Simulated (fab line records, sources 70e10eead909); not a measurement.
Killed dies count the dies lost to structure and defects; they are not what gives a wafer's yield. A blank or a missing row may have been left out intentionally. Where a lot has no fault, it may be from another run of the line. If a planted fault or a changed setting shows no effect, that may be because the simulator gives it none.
Which tool was responsible? | flow nand harc | Sampling: 11 lots, 33 wafers, 5 of 1159 route steps

WHAT THE GAUGES SHOWED, per wafer
NHARC_P_M2_INSPECT_11.
lot  | measured     | on                | raw defect count
L764 | day 6 07:06  | defect inspect-02 | 4 8 8
L766 | day 6 20:37  | defect inspect-02 | 1 4 6
L767 | day 6 22:07  | defect inspect-02 | 2 4 3
L768 | day 7 13:58  | defect inspect-02 | 4 5 2
L770 | day 7 14:08  | defect inspect-01 | 0 3 4
L773 | day 8 07:19  | defect inspect-02 | 2 1 1
L775 | day 8 21:26  | defect inspect-01 | 1 2 3
L774 | day 8 21:37  | defect inspect-02 | 0 4 2
L776 | day 9 10:00  | defect inspect-01 | 4 6 7
L778 | day 9 10:29  | defect inspect-01 | 3 1 2
L780 | day 10 03:32 | defect inspect-01 | 6 2 0

NHARC_P_M2_THK_MEAS_24: measures by xrf.
lot  | measured     | on            | thk nm (nm)
L764 | day 6 09:35  | film metro-02 | 142.2 146.3 143.6
L766 | day 6 23:14  | film metro-02 | 146.1 143.8 145.4
L767 | day 7 00:37  | film metro-02 | 144.0 146.4 146.0
L768 | day 7 16:39  | film metro-01 | 142.8 146.8 146.6
L770 | day 7 16:41  | film metro-01 | 143.7 144.2 146.6
L773 | day 8 09:48  | film metro-02 | 143.5 145.3 143.4
L775 | day 8 23:56  | film metro-01 | 146.3 146.1 146.0
L774 | day 9 00:07  | film metro-01 | 144.6 144.2 146.0
L776 | day 9 12:56  | film metro-01 | 143.6 142.8 144.5
L778 | day 9 13:19  | film metro-01 | 143.6 148.0 144.1
L780 | day 10 06:04 | film metro-02 | 138.2 144.6 145.0

WHAT TOOL EACH LOT RAN ON (gives the tool, then ch and the chambers of the sampled wafers, and finally the start)
lot  | NHARC_P_M1_PRE_CLEAN_32        | NHARC_P_M2_STRIP_18               | NHARC_P_M2_CMP_23
L764 | pecvd-04 ch 0,1,2, day 6 05:40 | rie diel-12 ch 0,2, day 6 07:34   | cmp-01 ch 0,1,3, day 6 09:16
L766 | pecvd-04 ch 0,1,2, day 6 19:11 | rie diel-12 ch 1,2,3, day 6 21:04 | cmp-01 ch 0,1,2, day 6 22:59
L767 | pecvd-03 ch 0,2, day 6 20:47   | rie diel-12 ch 1,3, day 6 22:36   | cmp-01 ch 0,1,2, day 7 00:20
L768 | pecvd-03 ch 0,2, day 7 12:21   | rie diel-09 ch 0,2,3, day 7 14:25 | cmp-02 ch 0,2, day 7 16:20
L770 | pecvd-03 ch 1,2, day 7 12:41   | rie diel-09 ch 0,1,2, day 7 14:38 | cmp-01 ch 0,3, day 7 16:23
L773 | pecvd-02 ch 1,2, day 8 05:59   | rie diel-08 ch 1,2,3, day 8 07:47 | cmp-04 ch 0,1, day 8 09:29
L775 | pecvd-02 ch 0,1,2, day 8 19:50 | rie diel-12 ch 0,1, day 8 21:53   | cmp-01 ch 1,2, day 8 23:39
L774 | pecvd-04 ch 0,1, day 8 20:10   | rie diel-09 ch 1,2, day 8 22:05   | cmp-02 ch 1,3, day 8 23:49
L776 | pecvd-03 ch 1,2, day 9 08:42   | rie diel-09 ch 0,1,3, day 9 10:30 | cmp-02 ch 0,2,3, day 9 12:37
L778 | pecvd-03 ch 1,2, day 9 09:05   | rie diel-08 ch 1,2,3, day 9 11:08 | cmp-01 ch 1,2, day 9 12:59
L780 | pecvd-02 ch 1,2, day 10 02:00  | rie diel-08 ch 0,3, day 10 03:59  | cmp-01 ch 0,1, day 10 05:44
- NHARC_P_M1_PRE_CLEAN_32: time 12 s.
- NHARC_P_M2_STRIP_18: strips in N2/H2.
- NHARC_P_M2_CMP_23: polishes, t overpolish 20 s, target thk 144.3 nm.

WHAT THE TOOLS THEMSELVES READ (means of the sampled wafers that have a number; where no wafer has one, the mark that the record gives instead)
NHARC_P_M1_PRE_CLEAN_32.
lot  | tool     | heater power w (W)
L764 | pecvd-04 | 661
L766 | pecvd-04 | 689
L767 | pecvd-03 | 578
L768 | pecvd-03 | 627
L770 | pecvd-03 | 636
L773 | pecvd-02 | 682
L775 | pecvd-02 | 697
L774 | pecvd-04 | 611
L776 | pecvd-03 | 621
L778 | pecvd-03 | 573
L780 | pecvd-02 | 637

NHARC_P_M2_STRIP_18.
lot  | tool        | drypump motor current A (A) | oes product au (a.u.) | power w (W) | rf vpp V (V) | showerhead plenum p Torr (Torr) | throttle valve pct (%)
L764 | rie diel-12 | 6.4                         | 1.008                 | 999         | 90.4         | 2.08                            | 14.168
L766 | rie diel-12 | 5.8                         | 1.000                 | 999         | 90.3         | 2.04                            | 14.177
L767 | rie diel-12 | 5.6                         | 0.995                 | 997         | 91.4         | 2.05                            | 14.168
L768 | rie diel-09 | 5.9                         | 1.007                 | 1001        | 91.7         | 2.09                            | 14.174
L770 | rie diel-09 | 5.9                         | 0.995                 | 1000        | 90.8         | 2.08                            | 14.166
L773 | rie diel-08 | 6.4                         | 1.009                 | 1003        | 90.3         | 2.05                            | 14.168
L775 | rie diel-12 | 5.8                         | 0.988                 | 1002        | 90.7         | 2.09                            | 14.175
L774 | rie diel-09 | 6.0                         | 0.998                 | 999         | 90.7         | 2.03                            | 14.164
L776 | rie diel-09 | 5.9                         | 0.989                 | 998         | 90.4         | 2.03                            | 14.171
L778 | rie diel-08 | 6.3                         | 0.993                 | 1001        | 91.3         | 2.05                            | 14.173
L780 | rie diel-08 | 6.1                         | 0.992                 | 1000        | 91.0         | 2.12                            | 14.174

NHARC_P_M2_CMP_23.
lot  | tool   | motor current A (A) | time to endpoint s (s)
L764 | cmp-01 | 11.2                | 30.1
L766 | cmp-01 | 11.3                | 29.0
L767 | cmp-01 | 11.3                | 28.3
L768 | cmp-02 | 12.3                | 27.1
L770 | cmp-01 | 11.9                | 29.9
L773 | cmp-04 | 12.5                | 30.7
L775 | cmp-01 | 10.7                | 26.6
L774 | cmp-02 | 12.6                | 28.9
L776 | cmp-02 | 12.7                | 25.3
L778 | cmp-01 | 10.3                | 30.0
L780 | cmp-01 | 11.7                | 24.8

THE ANSWER, worked out from the rows above alone
Rule: what is usual is taken from the lots themselves. The widest of any qualifying gaps counts: lots, ordered by their means at a reading, are off when they make up no more than a third of the lots, leave a main group of 4 or more, and stand apart from it by 3 or more times the standard deviation of that group's means. Not used: any main group whose means are identical at the precision the tables above print for the reading. A lot without any number at a reading at which 4 lots or more have one is off too. Where the step has rows for the other lots, those lots are counted as sound. First the gauges in route order, then the tools' own readings, where a lot's mean is used as printed above. At the first step where some lot is off, the reading lying furthest off is the one used; lots without a number count as furthest.
Nothing can be told from this: no lot is off at any reading shown.

WHAT THE SIMULATOR HAD INSERTED
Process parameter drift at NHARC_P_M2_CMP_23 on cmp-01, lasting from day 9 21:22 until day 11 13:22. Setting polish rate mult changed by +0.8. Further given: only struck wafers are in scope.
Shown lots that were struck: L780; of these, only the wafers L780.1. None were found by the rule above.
